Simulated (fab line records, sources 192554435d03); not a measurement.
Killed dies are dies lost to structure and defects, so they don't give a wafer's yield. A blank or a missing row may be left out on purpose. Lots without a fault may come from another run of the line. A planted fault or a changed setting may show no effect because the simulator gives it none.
fab line records | flow n5_finfet
record lots=7 wafers=39
route steps=1938 shown BEOL_M15@1809 PASSIVATION@1929
start_h: hours from the record's first day to the start of the lot's first wafer shown | wait_h: hours since the lot's step before | " the same as in the row above | L1.1+2: a row that stands for several wafers | - no value, or no start given | * or withheld: withheld | < > ~ a bound
route shown NAME@n: a module of which the file shows steps, and the number in the route of the first | usual: mean/standard deviation of fault-free wafers | same: alike in all rows | chamber/n: place in a boat | sites: the reading at each site | _std_site: their standard deviation | _edge_site: outer sites' mean less inner sites' | radius_mm: how far each site lies from the wafer's centre | mask NAME#n: copy n | behind: the tool/chamber that last shaped the wafer | hold: why the lot was held/for how many hours/how that ended | device: the transistor (n, p or np) that didn't switch | end of line: the same wafers' tests at the end of the route | a step without rows: its recipe alone | killed: dies lost to structure and defects at the first sort, not the wafer's yield | map: a wafer's dies, x killed, . not, _ none there
set.NAME: the setting as run; set.NAME@STEP: as run at that earlier step | model.NAME: the simulator's own value behind a step, which no gauge read
lots whose settings were changed on purpose; a table a step, a row a wafer
## steps
# step N5_BEOL_M15_TRENCH_ETCH_34
# recipe chemistry=C4F8/O2/Ar target=SiO2 target_depth_a=8729.3 he_inner_torr=15 he_outer_torr=30 time_s=199 ion_energy_ev=800 pressure_mtorr=20 source_w=1905 bias_w=2040 Ar_flow_sccm=400 C4F8_flow_sccm=16 O2_flow_sccm=12
# columns lot.wafer tool chamber start_h wait_h set.time_s model.etch.depth_nm model.coat_of_BEOL_M15_COAT_22.thk_nm
L076.1 rie_diel-01 1 278.63 0.0 254.9 1103 494
L076.2 " 2 " " 199 852.6 547.4
L076.3 " 0 " " 199 838.4 552.2
L076.4 " 0 " " 199 844.9 551.2
L076.5 " 1 " " 254.9 1104 492.6
L076.6 " 2 " " 254.9 1093 501.2
L080.1 rie_diel-01 0 294.57 0.0 199 851.4 552.6
L080.2 " 1 " " 199 871.4 540.4
L080.3 " 3 " " 306.7 1390 437.8
L080.4 " 2 " " 199 849.1 549.2
L080.5 " 2 " " 306.7 1309 459.2
L080.6 " 1 " " 306.7 1338 446.2
L087.1 rie_diel-04 1 351.95 0.0 199 912.3 533.2
L087.2 " 2 " " 199 842.2 549.4
L087.3 " 0 " " 199 852.4 550.4
L087.4 " 3 " " 199 860.5 548.8
L087.5 " 3 " " 199 866.2 548.2
L087.6 " 0 " " 199 851.2 547.4
L091.1 rie_diel-04 3 352.19 0.0 199 870.7 544.2
L091.2 " 2 " " 199 845.4 545.6
L091.3 " 0 " " 199 859.7 542.8
L091.4 " 1 " " 302.8 1380 440.6
L091.5 " 0 " " 302.8 1291 458.4
L091.6 " 1 " " 302.8 1382 441.2
L090.1 rie_diel-04 0 353.13 0.0 247.9 1057 505.4
L090.2 " 1 " " 199 904.4 532.6
L090.3 " 2 " " 199 841.1 552
L090.4 " 3 " " 247.9 1068 510.4
L090.5 " 2 " " 247.9 1051 506.8
L090.6 " 1 " " 199 906.5 535
L094.1 rie_diel-01 1 376.37 0.0 199 870.8 542.2
L094.2 " 2 " " 199 859.7 550.8
L094.3 " 0 " " 199 867.4 547.6
L094.4 " 3 " " 199 887.3 541.8
L094.5 " 3 " " 199 897.4 538.4
L094.6 " 0 " " 199 863.5 549
L097.3 rie_diel-06 1 410.83 0.0 199 864.6 546.2
L097.5 " 2 " " 199 879 537
L097.6 " 3 " " 199 881.6 532.6
# step N5_BEOL_M15_STRIP_36
# recipe chemistry=O2 power_w=600 temp_c=60 pressure_mtorr=30 rf_frequency_hz=6e+07 bias_power_w=0 overash_fraction=0.3 o2_flow_sccm=225
# step N5_BEOL_M15_ECD_47
# recipe material=Cu target_thk_a=18600
# step N5_BEOL_M15_ANNEAL_48
# recipe temp_c=225 time_s=90 ambient=N2
# step N5_BEOL_M15_CMP_49
# recipe stop_on=SiO2 t_overpolish_s=4.9 down_force_psi=2 platen_rpm=80 clearing_platen_down_force_psi=2 clearing_platen_rpm=80 post_cmp_clean=cu_alkaline target_thk_nm=850 clearing_platen_pad_velocity_m_s=1.5917 pad_velocity_m_s=1.5917
# columns lot.wafer tool chamber start_h wait_h set.time_s@BEOL_M15_TRENCH_ETCH_34 model.Cu_of_BEOL_M15_ECD_47.thk_nm
L076.4 cmp-02 2 283.71 0.1 199 821.8
L076.1 " 3 " " 254.9 1079
L076.2 " 0 " " 199 829.2
L076.3 " 1 " " 199 815.8
L076.5 " 2 " " 254.9 1081
L076.6 " 3 " " 254.9 1069
L080.4 cmp-04 1 298.35 0.1 199 827
L080.1 " 2 " " 199 828
L080.3 " 3 " " 306.7 1367
L080.2 " 0 " " 199 849
L080.6 " 1 " " 306.7 1315
L080.5 " 2 " " 306.7 1287
L087.3 cmp-03 0 364.11 0.2 199 829.6
L087.2 " 1 " " 199 819.4
L087.4 " 2 " " 199 837.6
L087.1 " 3 " " 199 890.4
L087.6 " 0 " " 199 829.4
L087.5 " 1 " " 199 842.4
L091.1 cmp-04 2 367.31 0.3 199 847.4
L091.4 " 3 " " 302.8 1355
L091.3 " 0 " " 199 837.4
L091.2 " 1 " " 199 822.2
L091.5 " 2 " " 302.8 1268
L091.6 " 3 " " 302.8 1358
L090.1 cmp-03 1 369.18 0.3 247.9 1035
L090.4 " 2 " " 247.9 1046
L090.3 " 3 " " 199 819.4
L090.2 " 0 " " 199 883.8
L090.6 " 1 " " 199 883.4
L090.5 " 2 " " 247.9 1027
L094.1 cmp-03 1 380.40 0.3 199 849
L094.2 " 2 " " 199 837.6
L094.3 " 3 " " 199 846.2
L094.4 " 0 " " 199 866.8
L094.6 " 1 " " 199 841.4
L094.5 " 2 " " 199 876.6
L097.3 cmp-03 2 415.92 0.2 199 841.2
L097.6 " 1 " " 199 857.8
L097.5 " 2 " " 199 855.4
# step N5_BEOL_M15_THK_MEAS_50
# recipe thk_meas_gauge=xrf reads=Cu_of_BEOL_M15_ECD_47
# usual M15_THK=847/19
# columns lot.wafer tool chamber start_h wait_h set.time_s@BEOL_M15_TRENCH_ETCH_34 M15_THK[nm]
L076.1 film_metro-01 - 284.00 - 254.9 1085
L076.2 " - " " 199 830
L076.3 " - " " 199 820
L076.4 " - " " 199 823
L076.5 " - " " 254.9 1086
L076.6 " - " " 254.9 1073
L080.1 film_metro-01 - 298.65 - 199 823
L080.2 " - " " 199 843
L080.3 " - " " 306.7 1358
L080.4 " - " " 199 827
L080.5 " - " " 306.7 1279
L080.6 " - " " 306.7 1309
L087.1 film_metro-02 - 364.40 - 199 882
L087.2 " - " " 199 814
L087.3 " - " " 199 825
L087.4 " - " " 199 833
L087.5 " - " " 199 836
L087.6 " - " " 199 825
L091.1 film_metro-02 - 367.60 - 199 841
L091.2 " - " " 199 814
L091.3 " - " " 199 831
L091.4 " - " " 302.8 1350
L091.5 " - " " 302.8 1258
L091.6 " - " " 302.8 1348
L090.1 film_metro-02 - 369.48 - 247.9 1043
L090.2 " - " " 199 892
L090.3 " - " " 199 822
L090.4 " - " " 247.9 1052
L090.5 " - " " 247.9 1031
L090.6 " - " " 199 888
L094.1 film_metro-02 - 380.70 - 199 846
L094.2 " - " " 199 833
L094.3 " - " " 199 840
L094.4 " - " " 199 861
L094.5 " - " " 199 867
L094.6 " - " " 199 832
L097.3 film_metro-02 - 416.18 - 199 845
L097.5 " - " " 199 861
L097.6 " - " " 199 862
# step N5_BEOL_M15_PRE_CLEAN_52
# recipe gas=NH3 time_s=15 temp_c=withheld rf_power_w=300
# step N5_BEOL_M15_DEP_53
# recipe material=SiCN target_thk_a=500 temp_c=withheld precursor=3MS/NH3 pressure_torr=3 rf_w=675 time_s=17.8
# step N5_BEOL_M15_RS_MEAS_54
# recipe thk_meas_gauge=four-point-probe reads=Cu_of_BEOL_M15_ECD_47+Ta_of_BEOL_M15_SPUTTER_44+TaN_of_BEOL_M15_SPUTTER_43
# usual M15_RS=0.0216/0.00047
# columns lot.wafer tool chamber start_h wait_h set.time_s@BEOL_M15_TRENCH_ETCH_34 M15_RS[ohm/sq]
L076.1 film_metro-01 - 284.13 0.0 254.9 0.0169
L076.2 " - " " 199 0.0221
L076.3 " - " " 199 0.0224
L076.4 " - " " 199 0.0223
L076.5 " - " " 254.9 0.0169
L076.6 " - " " 254.9 0.0171
L080.1 film_metro-02 - 298.78 0.0 199 0.0222
L080.2 " - " " 199 0.0216
L080.3 " - " " 306.7 0.0133
L080.4 " - " " 199 0.0222
L080.5 " - " " 306.7 0.0142
L080.6 " - " " 306.7 0.0139
L087.1 film_metro-02 - 364.53 0.0 199 0.0206
L087.2 " - " " 199 0.0224
L087.3 " - " " 199 0.0221
L087.4 " - " " 199 0.0219
L087.5 " - " " 199 0.0218
L087.6 " - " " 199 0.0221
L091.1 film_metro-01 - 367.73 0.0 199 0.0216
L091.2 " - " " 199 0.0223
L091.3 " - " " 199 0.0218
L091.4 " - " " 302.8 0.0134
L091.5 " - " " 302.8 0.0143
L091.6 " - " " 302.8 0.0134
L090.1 film_metro-02 - 369.61 0.0 247.9 0.0177
L090.2 " - " " 199 0.0207
L090.3 " - " " 199 0.0224
L090.4 " - " " 247.9 0.0175
L090.5 " - " " 247.9 0.0178
L090.6 " - " " 199 0.0208
L094.1 film_metro-02 - 380.86 0.1 199 0.0217
L094.2 " - " " 199 0.0219
L094.3 " - " " 199 0.0217
L094.4 " - " " 199 0.0211
L094.5 " - " " 199 0.0209
L094.6 " - " " 199 0.0218
L097.3 film_metro-02 - 416.31 0.1 199 0.0218
L097.5 " - " " 199 0.0214
L097.6 " - " " 199 0.0214
# step N5_PASSIVATION_PASS_ETCH_47
# recipe chemistry=CF4/O2 target=SiNx target_depth_a=7700 time_s=385 ion_energy_ev=100 pressure_mtorr=40 source_w=535 bias_w=49 Ar_flow_sccm=100 cf4_flow_sccm=100 O2_flow_sccm=10
# columns lot.wafer tool chamber start_h wait_h set.time_s model.etch.depth_nm
L076.1 rie_diel-05 1 294.36 0.0 385 809
L076.2 " 2 " " 385 766.8
L076.3 " 3 " " 385 781.8
L076.4 " 0 " " 385 797.8
L076.5 " 3 " " 385 783.3
L076.6 " 2 " " 385 759
L080.1 rie_diel-02 1 312.37 0.0 385 745.5
L080.2 " 0 " " 526.8 1068
L080.3 " 2 " " 385 775.1
L080.4 " 3 " " 526.8 1062
L080.5 " 3 " " 526.8 1066
L080.6 " 0 " " 385 781.6
L087.1 rie_diel-05 0 375.15 0.0 385 793.1
L087.2 " 1 " " 486 1017
L087.3 " 3 " " 385 794.7
L087.4 " 2 " " 486 959.5
L087.5 " 3 " " 486 1003
L087.6 " 0 " " 385 797.4
L090.1 rie_diel-05 1 379.36 0.0 385 801.1
L090.2 " 3 " " 385 787.9
L090.3 " 2 " " 208 405.6
L090.4 " 0 " " 208 424.1
L090.5 " 3 " " 208 426.4
L090.6 " 0 " " 385 784.8
L091.1 rie_diel-02 1 379.57 0.0 385 729.3
L091.2 " 3 " " 385 765.8
L091.3 " 0 " " 385 769.5
L091.4 " 2 " " 385 760.1
L091.5 " 0 " " 385 785
L091.6 " 3 " " 385 768.2
L094.1 rie_diel-03 2 394.81 0.0 236.4 487.8
L094.2 " 3 " " 385 805
L094.3 " 0 " " 236.4 476.6
L094.4 " 2 " " 385 798.7
L094.5 " 0 " " 385 779.1
L094.6 " 3 " " 236.4 496.5
L097.3 rie_diel-03 2 427.73 0.0 385 786.2
L097.5 " 1 " " 385 747.6
L097.6 " 0 " " 385 779.3
## key
split step=N5_BEOL_M15_TRENCH_ETCH_34 setting=time_s stated=199 by=wafer
response step=N5_BEOL_M15_TRENCH_ETCH_34 reading=model.etch.depth_nm change=+9.03 per=1% r=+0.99
response step=N5_BEOL_M15_TRENCH_ETCH_34 reading=model.coat_of_BEOL_M15_COAT_22.thk_nm change=-1.82 per=1% r=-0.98
response step=N5_BEOL_M15_CMP_49 reading=model.Cu_of_BEOL_M15_ECD_47.thk_nm change=+9.01 per=1% r=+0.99
response step=N5_BEOL_M15_THK_MEAS_50 reading=M15_THK change=+8.99 per=1% r=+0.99
response step=N5_BEOL_M15_RS_MEAS_54 reading=M15_RS change=-0.000157 per=1% r=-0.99
split step=N5_PASSIVATION_PASS_ETCH_47 setting=time_s stated=385 by=wafer
response step=N5_PASSIVATION_PASS_ETCH_47 reading=model.etch.depth_nm change=+8 per=1% r=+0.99
